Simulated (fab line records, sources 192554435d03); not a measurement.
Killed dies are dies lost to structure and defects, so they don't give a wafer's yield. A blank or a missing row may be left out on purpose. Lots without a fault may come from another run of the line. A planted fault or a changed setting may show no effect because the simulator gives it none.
fab line records | flow n5_finfet
record lots=9 wafers=26 last_day=17
route steps=1938 shown FIN_SAQP@118 BEOL_M4@1111 PASSIVATION@1936
lots that met no fault: from a run of the same line without faults
start_h: hours from the record's first day to the start of the lot's first wafer shown | wait_h: hours since the lot's step before | " the same as in the row above | L1.1+2: a row that stands for several wafers | - no value, or no start given | * or withheld: withheld | < > ~ a bound
route shown NAME@n: a module of which the file shows steps, and the number in the route of the first | usual: mean/standard deviation of fault-free wafers | same: alike in all rows | chamber/n: place in a boat | sites: the reading at each site | _std_site: their standard deviation | _edge_site: outer sites' mean less inner sites' | radius_mm: how far each site lies from the wafer's centre | mask NAME#n: copy n | behind: the tool/chamber that last shaped the wafer | hold: why the lot was held/for how many hours/how that ended | device: the transistor (n, p or np) that didn't switch | end of line: the same wafers' tests at the end of the route | a step without rows: its recipe alone | killed: dies lost to structure and defects at the first sort, not the wafer's yield | map: a wafer's dies, x killed, . not, _ none there
set.NAME: the setting as run; set.NAME@STEP: as run at that earlier step | model.NAME: the simulator's own value behind a step, which no gauge read
steps of the route over a sample of lots; a table a step, a row a wafer
services: from which hour (start_h, from the record's first day; less than 0 if before it) a tool's chamber was out of use, for how many hours, and why
## steps
# step N5_FIN_SAQP_HM_OPEN_73
# recipe chemistry=CHF3/O2 target=SiO2 stop_on=a-Si target_depth_a=120 over_etch_frac=1.8 mask_material=SOC time_s=16.8 pressure_mtorr=30 source_w=650 bias_w=170 Ar_flow_sccm=200 CHF3_flow_sccm=50 O2_flow_sccm=5 ion_energy_ev=200 ends=end_point
# usual drypump_motor_current_A=5.5/0.47 oes_ar_750_au=0.79/0.07 oes_product_au=0.47/0.043 rf_vpp_V=518/9.1 showerhead_plenum_p_Torr=2.40/0.08 throttle_valve_pct=18.88/0.2
# columns lot.wafer tool chamber start_h wait_h drypump_motor_current_A oes_ar_750_au oes_product_au rf_hours_counter_h rf_vpp_V showerhead_plenum_p_Torr throttle_valve_pct
L737.1 rie_diel-06 0 22.01 0.0 4.8 0.81 0.47 99 504 2.35 18.80
L737.6 " 1 " " 5.6 0.79 0.46 - 537 2.42 19.11
L741.1 rie_diel-06 1 46.08 0.0 5.6 0.78 0.46 145 537 2.42 19.12
L741.2 " 3 " " 4.9 0.73 0.43 220 512 2.30 19.12
L741.3 " 0 " " 4.8 0.81 0.48 107 504 2.35 18.81
L742.3 rie_diel-04 2 51.72 0.0 6.3 0.93 0.54 17 514 2.38 18.99
L742.4 " 3 " " 5.1 0.83 0.48 83 522 2.44 18.95
L742.5 " 3 " " 5.0 0.82 0.48 - 524 2.44 18.95
L746.1 rie_diel-06 2 76.45 0.0 5.3 0.78 0.45 144 509 2.40 18.92
L746.5 " 0 " " 4.8 0.80 0.47 - 505 2.34 18.81
L746.6 " 1 " " 5.6 0.77 0.46 - 536 2.41 19.13
L749.1 rie_diel-04 2 96.72 0.0 6.3 0.91 0.53 30 516 2.38 19.03
L749.2 " 1 " " 5.9 0.75 0.47 151 524 2.30 18.59
L749.4 " 0 " " 5.7 0.72 0.44 187 523 2.50 18.84
L750.2 rie_diel-05 1 101.43 0.0 5.1 0.94 0.57 11 515 2.38 18.68
L750.4 " 1 " " 5.1 0.94 0.57 - 515 2.38 18.69
L750.5 " 2 " " 5.4 0.90 0.55 - 522 2.54 18.46
L752.1 rie_diel-05 3 112.84 0.0 6.4 0.70 0.42 212 506 2.29 18.83
L752.2 " 2 " " 5.4 0.89 0.55 27 523 2.53 18.47
L752.6 " 0 " " 5.9 0.79 0.47 - 522 2.55 19.13
L754.3 rie_diel-04 2 124.43 0.0 6.3 0.88 0.52 40 514 2.37 19.06
L754.4 " 0 " " 5.7 0.71 0.42 198 523 2.49 18.86
L754.5 " 3 " " 5.1 0.79 0.47 - 523 2.44 19.00
L760.1 rie_diel-06 1 159.97 0.0 5.6 0.76 0.44 179 537 2.40 19.17
L760.2 " 2 " " 5.3 0.75 0.44 176 509 2.39 18.95
L760.5 " 2 " " 5.3 0.75 0.44 - 509 2.39 18.96
# step N5_FIN_SAQP_SPACER1_ALD_24
# recipe material=SiO2 target_thk_a=203 temp_c=300 ald_precursor_family=BDEAS ald_co_reactant=O2-plasma pulse_time_s=1 purge_time_s=2 co_reactant_purge_time_s=2 ald_cycles=218 pressure_torr=2
# usual heater_power_outer_w=264/21 heater_power_w=484/36 precursor_pulse_height_rel=0.999/0.021
# columns lot.wafer tool chamber start_h wait_h heater_power_outer_w heater_power_w precursor_pulse_height_rel
L737.1 ald_sin-01 1 23.14 0.3 255 478 0.984
L737.6 " 0 " " 264 506 1.017
L741.1 ald_sin-01 3 46.97 0.3 278 494 1.032
L741.2 " 0 " " 249 492 1.016
L741.3 " 1 " " 252 479 0.964
L742.3 ald_sin-04 0 52.61 0.1 275 512 1.005
L742.4 " 3 " " 287 475 1.040
L742.5 " 0 " " 274 523 1.005
L746.1 ald_sin-03 1 77.72 0.6 235 423 1.003
L746.5 " 3 " " 289 515 0.978
L746.6 " 2 " " 304 523 0.973
L749.1 ald_sin-01 1 97.94 0.6 251 477 0.993
L749.2 " 0 " " 257 502 1.015
L749.4 " 0 " " 251 501 1.018
L750.2 ald_sin-01 2 102.68 0.3 247 434 0.981
L750.4 " 0 " " 255 502 0.995
L750.5 " 1 " " 259 480 1.016
L752.1 ald_sin-01 3 113.74 0.3 281 496 1.002
L752.2 " 2 " " 249 439 1.000
L752.6 " 3 " " 272 497 1.014
L754.3 ald_sin-04 0 125.34 0.1 294 531 1.022
L754.4 " 1 " " 242 431 1.038
L754.5 " 0 " " 291 537 0.994
L760.1 ald_sin-03 0 160.88 0.3 256 536 1.023
L760.2 " 1 " " 230 427 1.018
L760.5 " 3 " " 285 514 0.990
# step N5_FIN_SAQP_RECESS_63
# recipe chemistry=HF/NH3 target=SiO2 target_depth_a=180 afs_cycles=3 temp_c=30 sublimation_temp_c=180 sublimation_time_s=60
# usual drypump_motor_current_A=5.95/0.14
# columns lot.wafer tool chamber start_h wait_h drypump_motor_current_A
L737.1 vapor_etch-01 0 24.38 0.1 5.91
L737.6 " 0 " " 5.91
L741.1 vapor_etch-01 1 48.23 0.1 6.15
L741.2 " 0 " " 5.90
L741.3 " 0 " " 5.90
L742.3 vapor_etch-02 0 53.91 0.2 5.75
L742.4 " 1 " " 5.97
L742.5 " 0 " " 5.74
L746.1 vapor_etch-01 1 78.90 0.1 6.16
L746.5 " 1 " " 6.15
L746.6 " 0 " " 5.94
L749.1 vapor_etch-02 0 99.48 0.1 5.72
L749.2 " 1 " " 6.01
L749.4 " 1 " " 5.95
L750.2 vapor_etch-02 0 103.86 0.1 5.74
L750.4 " 0 " " 5.76
L750.5 " 0 " " 5.74
L752.1 vapor_etch-01 0 115.11 0.1 5.90
L752.2 " 1 " " 6.14
L752.6 " 0 " " 5.92
L754.3 vapor_etch-02 0 126.65 0.2 5.75
L754.4 " 1 " " 5.97
L754.5 " 1 " " 5.97
L760.1 vapor_etch-01 0 162.18 0.1 5.90
L760.2 " 1 " " 6.16
L760.5 " 0 " " 5.92
# step N5_FIN_SAQP_ETCH_69
# recipe chemistry=N2/H2 target=SOC target_depth_a=1500 stop_on=SiNx ion_energy_ev=100 bias_w=61 pressure_mtorr=30 source_w=850 n2_flow_sccm=200 h2_flow_sccm=200
# usual drypump_motor_current_A=5.4/0.49 oes_product_au=0.77/0.071 rf_fwd_power_W=845/3 rf_vpp_V=240.4/1.5 showerhead_plenum_p_Torr=2.53/0.099 throttle_valve_pct=17.90/0.21
# columns lot.wafer tool chamber start_h wait_h drypump_motor_current_A oes_product_au rf_fwd_power_W rf_hours_counter_h rf_vpp_V showerhead_plenum_p_Torr throttle_valve_pct
L737.1 rie_diel-06 1 24.83 - 5.6 0.77 840 138 241.3 2.55 18.15
L737.6 " 1 " " 5.6 0.77 843 - 241.0 2.55 18.14
L741.1 rie_diel-06 3 48.81 - 4.9 0.70 849 221 239.0 2.41 18.17
L741.2 " 1 " " 5.6 0.76 844 146 240.7 2.55 18.16
L741.3 " 2 " " 5.3 0.76 845 135 241.0 2.55 17.99
L742.3 rie_diel-05 2 54.24 - 5.4 0.95 837 5 243.3 2.73 17.63
L742.4 " 0 " " 5.9 0.81 848 - 241.9 2.67 17.92
L742.5 " 2 " " 5.4 0.96 839 - 242.0 2.73 17.61
L746.1 rie_diel-06 2 79.35 - 5.3 0.76 846 145 241.2 2.55 18.02
L746.5 " 3 " " 4.9 0.70 853 - 238.8 2.41 18.20
L746.6 " 2 " " 5.3 0.75 842 - 239.6 2.55 18.01
L749.1 rie_diel-04 3 99.93 - 5.1 0.78 846 100 241.4 2.55 17.83
L749.2 " 2 " " 6.3 0.88 845 31 239.5 2.49 17.89
L749.4 " 0 " " 5.7 0.70 848 188 242.1 2.64 17.98
L750.2 rie_diel-04 0 104.32 - 5.8 0.70 845 190 241.1 2.64 17.98
L750.4 " 1 " " 5.9 0.76 844 154 239.6 2.45 17.75
L750.5 " 2 " " 6.3 0.89 844 - 241.0 2.49 17.90
L752.1 rie_diel-06 2 115.56 - 5.3 0.74 841 158 241.0 2.54 18.04
L752.2 " 0 " " 4.8 0.76 844 131 239.3 2.43 17.60
L752.6 " 3 " " 4.9 0.69 849 - 241.1 2.40 18.23
L754.3 rie_diel-06 2 126.98 - 5.3 0.75 844 162 240.2 2.54 18.04
L754.4 " 1 " " 5.6 0.74 847 174 240.1 2.53 18.22
L754.5 " 0 " " 4.8 0.77 1357 - 204.2 2.43 17.61
L760.1 rie_diel-05 0 162.65 - 5.9 0.76 846 116 241.6 2.66 18.00
L760.2 " 2 " " 5.4 0.86 835 43 241.8 2.71 17.69
L760.5 " 1 " " 5.1 0.89 840 - 238.3 2.48 17.63
# step N5_BEOL_M4_RC_MEAS_101
# usual DIBL_N=36.2/1.7 DIBL_P=36.6/1.9 IOFF_N=0.16/0.032 IOFF_P=0.21/0.037 ION_N=675/12 ION_P=460/8.1 SS_N=71.4/0.58 SS_P=73.4/0.64 VT_N=249/3.2 VT_P=-252/3.4
# columns lot.wafer tool chamber start_h wait_h DIBL_N[mV/V] DIBL_P[mV/V] IOFF_N[nA/um] IOFF_P[nA/um] ION_N[uA/um] ION_P[uA/um] SS_N[mV/dec] SS_P[mV/dec] VT_N[mV] VT_P[mV]
L737.1 prober-02 0 166.74 0.0 39.2 38.4 0.20 0.22 673 452 72.1 73.8 246 -252
L737.6 " 0 " " 36.3 35.2 0.15 0.18 674 459 70.1 73.3 248 -252
L741.1 prober-02 0 192.76 0.0 37.4 37.4 0.19 0.21 688 468 71.5 73.3 247 -251
L741.2 " 0 " " 35.3 34.8 0.14 0.17 669 454 71.3 73.3 253 -255
L741.3 " 0 " " 36.7 36.8 0.18 0.20 664 457 72.4 73.7 249 -252
L742.3 prober-02 0 194.52 0.3 37.4 38.4 0.18 0.23 679 467 71.6 74.6 249 -246
L742.4 " 0 " " 34.8 34.5 0.13 0.16 674 461 70.8 73.0 251 -251
L742.5 " 0 " " 35.5 35.5 0.15 0.18 671 458 70.8 73.6 251 -253
L746.1 prober-02 0 208.18 0.0 35.6 36.2 0.16 0.19 684 463 71.6 73.1 248 -250
L746.5 " 0 " " 33.9 33.8 0.12 0.15 671 455 71.2 73.2 253 -254
L746.6 " 0 " " 34.7 35.1 0.14 0.17 676 463 71.1 73.2 249 -253
L749.1 prober-02 0 242.03 0.0 34.1 33.4 0.13 0.16 667 456 70.7 72.5 249 -254
L749.2 " 0 " " 35.5 35.1 0.15 0.18 677 463 71.3 73.8 253 -253
L749.4 " 0 " " 35.3 35.6 0.15 0.18 671 461 71.5 73.5 252 -254
L750.2 prober-02 0 245.13 0.2 36.2 37.0 0.16 0.20 672 453 71.1 73.1 247 -253
L750.4 " 0 " " 33.7 33.3 0.12 0.15 665 450 71.1 72.2 252 -254
L750.5 " 0 " " 36.9 37.8 0.18 0.22 673 460 71.8 73.6 248 -251
L752.1 prober-01 0 249.09 0.0 35.3 37.0 0.17 0.18 685 454 71.2 73.0 249 -258
L752.2 " 0 " " 33.8 34.9 0.14 0.15 671 444 71.3 73.1 250 -260
L752.6 " 0 " " 33.4 34.9 0.13 0.15 654 442 70.9 72.6 250 -259
L754.3 prober-02 0 264.09 0.3 37.1 37.9 0.17 0.21 678 463 71.4 73.3 248 -251
L754.4 " 0 " " 35.6 35.9 0.15 0.17 657 450 71.7 73.1 248 -254
L754.5 " 0 " " 34.8 34.4 0.13 0.16 667 454 71.3 72.4 251 -255
L760.1 prober-02 0 296.75 0.0 37.0 35.9 0.16 0.21 680 465 71.2 72.9 249 -253
L760.2 " 0 " " 35.7 34.2 0.13 0.19 666 460 69.8 72.2 254 -250
L760.5 " 0 " " 37.2 37.3 0.17 0.23 684 469 71.0 73.9 249 -247
# step N5_PASSIVATION_PROBE_49
# usual defect_limited_yield=91.3/1.5 killed_at_M0_to_M3=35/10 killed_at_M4_up=12/4.6 killed_at_contacts=13/6.6 killed_at_front_end=39/11 killed_at_other=4/3.4 killed_dies=103/17 killed_open=67/13 killed_short=35/8.2 sort_bin_5_function=5.1/0.94 sort_bin_6_memory=3.2/0.7 sort_bin_8_speed=0.00/0.03 sort_n_pass=1077/17 sort_yield_pct=91.3/1.5
# same gross_dies=1180 killed_at_back_side=0 sort_bin_4_leakage[%]=0
# columns lot.wafer tool chamber start_h wait_h defect_limited_yield[%] killed_at_M0_to_M3 killed_at_M4_up killed_at_contacts killed_at_front_end killed_at_other killed_dies killed_open killed_short sort_bin_5_function[%] sort_bin_6_memory[%] sort_bin_8_speed[%] sort_n_pass sort_yield_pct[%]
L737.1 prober-02 - 270.63 0.0 90.7 27 18 13 47 5 110 68 41 5.2 3.2 0 1070 90.7
L737.6 prober-02 - 270.88 0.3 92.8 29 23 8 21 4 85 58 25 4.2 2.5 0 1095 92.8
L742.3 prober-01 - 296.90 0.1 91.8 36 16 6 38 1 97 62 34 4.3 3.4 0 1083 91.8
L742.4 prober-01 - 296.95 0.2 91.8 36 14 7 38 2 97 55 42 4.3 3.5 0 1083 91.8
L742.5 prober-01 - 297.00 0.2 90.8 33 22 12 38 4 109 70 38 5.8 3.1 0 1071 90.8
L741.1 prober-02 - 300.28 0.0 90.1 47 10 7 48 5 117 73 42 5.8 3.7 0 1063 90.1
L741.2 prober-02 - 300.33 0.1 92.7 24 8 13 39 2 86 55 31 4.1 3.1 0 1094 92.7
L741.3 prober-02 - 300.38 0.1 89.9 52 12 14 41 0 119 84 34 5.8 4.2 0 1061 89.9
L746.1 prober-02 - 306.82 0.0 92.8 16 21 14 32 2 85 60 24 4.7 2.4 0 1095 92.8
L746.5 prober-02 - 307.02 0.2 90.9 27 30 19 27 4 107 70 37 5.3 3.4 0 1073 90.9
L746.6 prober-02 - 307.07 0.3 89.2 33 23 26 45 0 127 92 34 6.1 4.3 0 1053 89.2
L749.1 prober-01 - 337.50 0.0 89.5 34 9 13 65 3 124 69 53 6.2 3.6 0 1056 89.5
L749.2 prober-01 - 337.55 0.1 89.8 37 9 13 53 8 120 85 33 5.3 4.7 0 1060 89.8
L749.4 prober-01 - 337.65 0.2 86.2 45 13 8 94 3 163 115 44 7.8 5.3 0 1017 86.2
L750.2 prober-01 - 343.01 0.1 92.5 22 17 5 41 4 89 64 24 4.8 2.3 0 1091 92.5
L750.4 prober-01 - 343.11 0.2 90.7 28 16 13 43 10 110 82 27 5.3 3.7 0 1070 90.7
L750.5 prober-01 - 343.16 0.2 91.5 26 9 13 49 3 100 60 36 4.7 3.1 0 1080 91.5
L752.1 prober-02 - 352.70 0.0 92.6 30 11 18 16 12 87 50 37 4.7 2.4 0 1093 92.6
L752.2 prober-02 - 352.75 0.1 91.1 32 10 25 25 13 105 65 40 5.3 3.1 0 1075 91.1
L752.6 prober-02 - 352.95 0.3 91.4 33 8 24 21 15 101 67 34 4.8 3.4 0.34 1075 91.1
L754.3 prober-01 - 376.95 0.1 91.6 39 7 11 37 5 99 48 51 5.1 3.1 0 1081 91.6
L754.4 prober-01 - 377.00 0.2 90.4 30 7 22 46 8 113 69 41 5.8 3.5 0 1067 90.4
L754.5 prober-01 - 377.05 0.2 91.1 26 10 16 48 5 105 61 44 6.1 2.5 0 1075 91.1
L760.1 prober-02 - 404.37 0.0 89.0 45 13 22 42 8 130 96 33 6.9 4.2 0 1050 89.0
L760.2 prober-02 - 404.42 0.1 88.7 54 14 26 29 10 133 92 40 7.2 3.9 0 1047 88.7
L760.5 prober-02 - 404.57 0.2 89.4 56 14 23 29 3 125 78 46 5.8 4.7 0 1055 89.4
# killed by level:class
L737.1 FIN_SAQP:geometric_particle:open=9 MOL_CONTACT_COAG:geometric_particle:open=9 BEOL_M4:geometric_particle:open=8 DUMMY_GATE:geometric_particle:open=7 BEOL_M0_SAQP:geometric_particle:short=7 BEOL_M1:geometric_particle:open=6 STARTING-WAFER:geometric_particle:open=5 BEOL_M0_SAQP:geometric_particle:open=5
L737.6 BEOL_M4:geometric_particle:open=11 BEOL_M3:geometric_particle:open=9 STI_FIN_REVEAL:geometric_particle:open=5 MOL_CONTACT_COAG:geometric_particle:open=5 BEOL_M0_SAQP:geometric_particle:open=5 BEOL_M0_SAQP:geometric_particle:short=4 BEOL_M1:geometric_particle:open=4 BEOL_M8:geometric_particle:open=4
L742.3 FIN_SAQP:geometric_particle:open=11 BEOL_M0_SAQP:geometric_particle:open=9 BEOL_M4:geometric_particle:open=7 ILD0:geometric_particle:short=6 BEOL_M1:geometric_particle:open=6 DUMMY_GATE:geometric_particle:open=5 BEOL_M0_SAQP:geometric_particle:short=5 BEOL_M3:geometric_particle:short=5
L742.4 FIN_SAQP:geometric_particle:short=9 BEOL_M0_SAQP:geometric_particle:open=8 FIN_SAQP:geometric_particle:open=7 MOL_CONTACT_COAG:geometric_particle:open=6 BEOL_M1:geometric_particle:open=6 BEOL_M4:geometric_particle:open=6 BEOL_M2:geometric_particle:open=5 BEOL_M2:geometric_particle:short=5
L742.5 FIN_SAQP:geometric_particle:short=11 MOL_CONTACT_COAG:geometric_particle:open=11 STI_FIN_REVEAL:geometric_particle:open=9 BEOL_M3:geometric_particle:open=9 BEOL_M6:geometric_particle:open=9 BEOL_M0_SAQP:geometric_particle:short=6 ILD0:geometric_particle:short=4 BEOL_M0_SAQP:geometric_particle:open=4
L741.1 BEOL_M1:geometric_particle:open=11 BEOL_M2:geometric_particle:open=11 FIN_SAQP:geometric_particle:short=10 FIN_SAQP:geometric_particle:open=8 STI_FIN_REVEAL:geometric_particle:open=8 BEOL_M0_SAQP:geometric_particle:short=8 MOL_CONTACT_COAG:geometric_particle:open=7 GATE_CUT:geometric_particle:short=6
L741.2 MOL_CONTACT_COAG:geometric_particle:open=11 FIN_SAQP:geometric_particle:short=8 BEOL_M1:geometric_particle:open=8 FIN_SAQP:geometric_particle:open=6 DUMMY_GATE:geometric_particle:open=6 GATE_CUT:geometric_particle:short=4 BEOL_M0_SAQP:geometric_particle:short=4 STARTING-WAFER:geometric_particle:open=4
L741.3 FIN_SAQP:geometric_particle:open=17 BEOL_M1:geometric_particle:open=17 STI_FIN_REVEAL:geometric_particle:open=10 MOL_CONTACT_COAG:geometric_particle:open=10 BEOL_M0_SAQP:geometric_particle:short=8 BEOL_M0_SAQP:geometric_particle:open=7 BEOL_M2:geometric_particle:open=7 BEOL_M0:geometric_particle:open=6
L746.1 FIN_SAQP:geometric_particle:open=12 MOL_CONTACT_COAG:geometric_particle:open=11 BEOL_M4:geometric_particle:open=11 BEOL_M3:geometric_particle:open=5 GATE_CUT:geometric_particle:short=4 BEOL_M1:geometric_particle:open=4 BEOL_M5:geometric_particle:short=4 FIN_SAQP:geometric_particle:short=3
L746.5 BEOL_M4:geometric_particle:open=19 MOL_CONTACT_COAG:geometric_particle:open=14 BEOL_M0_SAQP:geometric_particle:short=8 BEOL_M3:geometric_particle:open=7 DUMMY_GATE:geometric_particle:open=6 STI_FIN_REVEAL:geometric_particle:open=5 DUMMY_GATE:geometric_particle:short=5 MOL_CONTACT_COAG:geometric_particle:short=5
L746.6 MOL_CONTACT_COAG:geometric_particle:open=21 FIN_SAQP:geometric_particle:open=13 BEOL_M0_SAQP:geometric_particle:open=10 BEOL_M3:geometric_particle:open=9 FIN_SAQP:geometric_particle:short=8 BEOL_M4:geometric_particle:open=8 BEOL_M1:geometric_particle:open=6 STI_FIN_REVEAL:geometric_particle:open=5
L749.1 FIN_SAQP:geometric_particle:short=19 STI_FIN_REVEAL:geometric_particle:open=15 MOL_CONTACT_COAG:geometric_particle:open=11 BEOL_M3:geometric_particle:open=9 FIN_SAQP:geometric_particle:open=6 BEOL_M0_SAQP:geometric_particle:short=6 GATE_CUT:geometric_particle:short=6 STARTING-WAFER:geometric_particle:open=5
L749.2 STI_FIN_REVEAL:geometric_particle:open=11 MOL_CONTACT_COAG:geometric_particle:open=11 BEOL_M3:geometric_particle:open=11 FIN_SAQP:geometric_particle:open=9 DUMMY_GATE:geometric_particle:open=8 FIN_SAQP:geometric_particle:short=7 BEOL_M1:geometric_particle:open=5 BEOL_M0_SAQP:geometric_particle:open=5
L749.4 STI_FIN_REVEAL:geometric_particle:open=37 FIN_SAQP:geometric_particle:open=24 STI_FIN_REVEAL:geometric_particle:short=14 BEOL_M3:geometric_particle:open=10 BEOL_M0_SAQP:geometric_particle:short=9 BEOL_M0_SAQP:geometric_particle:open=8 MOL_CONTACT_COAG:geometric_particle:open=6 BEOL_M1:geometric_particle:short=5
L750.2 FIN_SAQP:geometric_particle:open=13 STI_FIN_REVEAL:geometric_particle:open=7 BEOL_M3:geometric_particle:open=7 BEOL_M2:geometric_particle:open=6 BEOL_M4:geometric_particle:open=6 FIN_SAQP:geometric_particle:short=5 DUMMY_GATE:geometric_particle:open=4 BEOL_M1:geometric_particle:open=4
L750.4 FIN_SAQP:geometric_particle:open=17 MOL_CONTACT_COAG:geometric_particle:open=12 BEOL_M3:geometric_particle:open=8 FIN_SAQP:geometric_particle:short=6 BEOL_M2:geometric_particle:open=6 STI_FIN_REVEAL:geometric_particle:open=5 BEOL_M0_SAQP:geometric_particle:open=5 MIM_TOP_ETCH:geometric_particle:short=5
L750.5 FIN_SAQP:geometric_particle:open=14 MOL_CONTACT_COAG:geometric_particle:open=9 BEOL_M0_SAQP:geometric_particle:short=6 BEOL_M2:geometric_particle:open=6 FIN_SAQP:geometric_particle:short=5 BEOL_M0_SAQP:geometric_particle:open=5 STARTING-WAFER:geometric_particle:short=5 STI_FIN_REVEAL:geometric_particle:open=4
L752.1 MOL_CONTACT_COAG:geometric_particle:open=13 BEOL_M0:geometric_particle:open=7 BEOL_M0:geometric_particle:short=5 MOL_CONTACT_COAG:geometric_particle:short=5 BEOL_M0_SAQP:geometric_particle:short=5 BEOL_M2:geometric_particle:open=4 MIM_TOP:geometric_particle:short=4 GATE_CUT:geometric_particle:short=3
L752.2 MOL_CONTACT_COAG:geometric_particle:open=17 BEOL_M3:geometric_particle:open=12 FIN_SAQP:geometric_particle:open=8 FIN_SAQP:geometric_particle:short=8 MOL_CONTACT_COAG:geometric_particle:short=8 BEOL_M2:geometric_particle:open=8 GATE_CUT:geometric_particle:short=4 PASS1_CAP:geometric_particle:short=4
L752.6 MOL_CONTACT_COAG:geometric_particle:open=19 BEOL_M3:geometric_particle:open=10 MOL_CONTACT_COAG:geometric_particle:short=5 BEOL_M0_SAQP:geometric_particle:open=5 PASS1_CAP:geometric_particle:short=5 GATE_CUT:geometric_particle:open=4 BEOL_M3:geometric_particle:short=4 MIM_TOP_ETCH:geometric_particle:open=4
L754.3 BEOL_M0_SAQP:geometric_particle:short=12 BEOL_M3:geometric_particle:short=11 FIN_SAQP:geometric_particle:short=10 MOL_CONTACT_COAG:geometric_particle:open=10 GATE_CUT:geometric_particle:short=8 DUMMY_GATE:geometric_particle:open=6 BEOL_M0_SAQP:geometric_particle:open=5 BEOL_M1:geometric_particle:open=5
L754.4 MOL_CONTACT_COAG:geometric_particle:open=19 BEOL_M0_SAQP:geometric_particle:short=9 STI_FIN_REVEAL:geometric_particle:open=8 BEOL_M1:geometric_particle:open=7 FIN_SAQP:geometric_particle:short=6 FIN_SAQP:geometric_particle:open=6 DUMMY_GATE:geometric_particle:open=6 GATE_CUT:geometric_particle:short=6
L754.5 MOL_CONTACT_COAG:geometric_particle:open=14 FIN_SAQP:geometric_particle:short=12 FIN_SAQP:geometric_particle:open=10 GATE_CUT:geometric_particle:open=7 BEOL_M1:geometric_particle:open=6 BEOL_M0_SAQP:geometric_particle:short=6 GATE_CUT:geometric_particle:short=5 BEOL_M0_SAQP:geometric_particle:open=4
L760.1 MOL_CONTACT_COAG:geometric_particle:open=17 FIN_SAQP:geometric_particle:open=14 BEOL_M4:geometric_particle:open=7 BEOL_M1:geometric_particle:open=7 BEOL_M2:geometric_particle:open=7 DUMMY_GATE:geometric_particle:open=6 BEOL_M3:geometric_particle:open=6 BEOL_M0_SAQP:geometric_particle:short=6
L760.2 MOL_CONTACT_COAG:geometric_particle:open=22 BEOL_M2:geometric_particle:open=14 BEOL_M0_SAQP:geometric_particle:short=14 FIN_SAQP:geometric_particle:open=13 BEOL_M0_SAQP:geometric_particle:open=10 BEOL_M0:geometric_particle:open=5 BEOL_M3:geometric_particle:open=5 FIN_SAQP:geometric_particle:short=4
L760.5 MOL_CONTACT_COAG:geometric_particle:open=19 BEOL_M0_SAQP:geometric_particle:open=19 BEOL_M0_SAQP:geometric_particle:short=16 BEOL_M2:geometric_particle:open=9 FIN_SAQP:geometric_particle:short=8 GATE_CUT:geometric_particle:short=8 FIN_SAQP:geometric_particle:open=4 MOL_CONTACT_COAG:geometric_particle:short=4
## services
# columns tool chamber start_h hours kind
ald_sin-01 3 -1.45 5.7 repair
ald_sin-01 1 8.04 7.3 repair
vapor_etch-02 - 10.94 0.2 repair
rie_diel-05 2 16.26 - clean
rie_diel-05 2 16.26 - consumable_replace:focus_ring
rie_diel-05 2 16.26 - consumable_replace:showerhead
ald_sin-04 - 32.14 6.0 pm
ald_sin-03 0 42.96 6.5 repair
rie_diel-05 1 50.04 5.8 repair
rie_diel-05 2 56.85 6.6 repair
ald_sin-04 1 57.72 6.0 repair
rie_diel-04 3 62.88 3.4 repair
rie_diel-04 2 65.04 4.3 repair
rie_diel-05 3 70.68 31.9 repair
ald_sin-03 - 80.58 2.8 pm
ald_sin-04 - 85.25 14.0 pm
ald_sin-01 2 91.42 7.6 repair
vapor_etch-02 - 115.79 2.8 pm
ald_sin-04 2 140.28 5.4 repair
rie_diel-06 3 149.23 - clean
rie_diel-06 3 149.23 - consumable_replace:focus_ring
rie_diel-06 3 149.23 - consumable_replace:showerhead
rie_diel-06 3 149.23 23.9 scheduled_down
rie_diel-06 3 149.23 23.9 vent_cycle
## key
first_sign step=N5_FIN_SAQP_ETCH_69 reading=rf_fwd_power_W direction=up sigmas=99+ usual=* struck=*
effect step=N5_FIN_SAQP_ETCH_69 reading=rf_vpp_V direction=down sigmas=24 usual=240.4 struck=204.2
met_at N5_FIN_SAQP_ETCH_69
struck_lots L754
struck_wafers L754.5
not_acting_at N5_FIN_SAQP_HM_OPEN_73,N5_FIN_SAQP_SPACER1_ALD_24,N5_FIN_SAQP_RECESS_63
onset_between 115.56 126.98
fault kind=process_parameter_drift tool=rie_diel-06 chamber=0 onset_h=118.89 steps=N5_FIN_SAQP_ETCH_69 channel=source_w offset=510 shape=step end_h=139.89 acts_in=these_recipes_only stated=850
